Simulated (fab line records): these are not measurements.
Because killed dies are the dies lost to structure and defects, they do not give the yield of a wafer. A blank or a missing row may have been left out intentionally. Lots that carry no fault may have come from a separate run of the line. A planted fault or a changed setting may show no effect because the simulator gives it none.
Matching of chambers    flow n5-finfet    4 sister chambers for N5_BEOL_M5_STRIP_19 on rie-diel-01
The step strips in O2. 8 wafers are shown with their chamber, then 9 later ones without.

## WAFERS WITH THEIR CHAMBER
wafer   chamber  showerhead-plenum-p-Torr (Torr)  throttle-valve-pct (%)
L082.5  3        2.10                             16.77
L083.6  1        2.24                             16.60
L086.1  1        2.24                             16.64
L086.2  2        2.16                             16.47
L086.4  0        2.11                             16.52
L087.2  2        2.16                             16.46
L087.4  3        2.09                             16.78
L087.5  0        2.11                             16.52

## WAFERS WITHOUT THEIR CHAMBER
wafer   showerhead-plenum-p-Torr (Torr)  throttle-valve-pct (%)
L088.3  2.09                             16.81
L088.4  2.16                             16.48
L088.5  2.16                             16.47
L089.1  2.16                             16.46
L089.2  2.09                             16.80
L089.6  2.16                             16.46
L090.1  2.09                             16.82
L090.4  2.16                             16.46
L090.5  2.16                             16.48

## THE CHAMBER EACH PASSED THROUGH
wafer   from the rows above  in truth
L088.3  3                    3
L088.4  2                    2
L088.5  2                    2
L089.1  2                    2
L089.2  3                    3
L089.6  2                    2
L090.1  3                    3
L090.4  2                    2
L090.5  2                    2
Correctly placed: 9 of 9. Not placeable from these rows: 0. 0 placed wrongly.
How it was worked out, from the rows above alone: a wafer's distance from a chamber is the root of the sum, over the readings, of the square of ((its reading less the chamber's mean) divided by the reading's scatter). The wafer belongs to the nearest chamber; if the next one is less than 2 further off, it can't be placed. A chamber's mean is the mean of its shown wafers. The scatter is the square root of a quotient: the sum, over the shown wafers, of each reading's squared deviation from its chamber's mean, divided by wafers minus chambers.
